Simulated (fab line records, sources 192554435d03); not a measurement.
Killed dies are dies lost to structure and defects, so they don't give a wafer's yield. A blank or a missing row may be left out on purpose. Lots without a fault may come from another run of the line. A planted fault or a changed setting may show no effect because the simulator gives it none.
Chamber matching | flow n5_finfet | N5_PASSIVATION_VIA_ETCH_13 on rie_diel-02: 4 sister chambers
The step etches SiO2 in CHF3/O2, target depth 660 nm, time 330 s. 8 wafers are shown with their chamber, then 10 later ones without.

WAFERS WITH THEIR CHAMBER
wafer  | chamber | drypump_motor_current_A (A) | showerhead_plenum_p_Torr (Torr)
L075.1 | 2       | 5.84                        | 2.42
L082.1 | 0       | 5.11                        | 2.46
L082.2 | 3       | 5.33                        | 2.29
L086.1 | 3       | 5.35                        | 2.29
L086.2 | 1       | 5.68                        | 2.31
L086.4 | 2       | 5.83                        | 2.41
L090.3 | 0       | 5.11                        | 2.45
L090.5 | 1       | 5.67                        | 2.31

WAFERS WITHOUT THEIR CHAMBER
wafer  | drypump_motor_current_A (A) | showerhead_plenum_p_Torr (Torr)
L090.6 | 5.09                        | 2.45
L092.2 | 5.84                        | 2.40
L092.4 | 5.34                        | 2.28
L092.6 | 5.32                        | 2.28
L093.1 | 5.87                        | 2.40
L093.4 | 5.65                        | 2.31
L093.6 | 5.85                        | 2.40
L097.1 | 5.32                        | 2.28
L097.2 | 5.81                        | 2.40
L097.3 | 5.69                        | 2.31

WHICH CHAMBER EACH WENT THROUGH
wafer  | from the rows above | in truth
L090.6 | 0                   | 0
L092.2 | 2                   | 2
L092.4 | 3                   | 3
L092.6 | 3                   | 3
L093.1 | 2                   | 2
L093.4 | 1                   | 1
L093.6 | 2                   | 2
L097.1 | 3                   | 3
L097.2 | 2                   | 2
L097.3 | 1                   | 1
Placed correctly: 10 of 10. Can't be placed from these rows: 0. Placed wrongly: 0.
How it was worked out, from the rows above alone: a wafer's distance from a chamber is the root of the sum, over the readings, of the square of ((its reading less the chamber's mean) divided by the reading's scatter). The wafer belongs to the nearest chamber; if the next one is less than 2 further off, it can't be placed. A chamber's mean is the mean of its shown wafers. The scatter: the root of (the sum of the squares of (reading less its chamber's mean) over the shown wafers, divided by (wafers less chambers)).
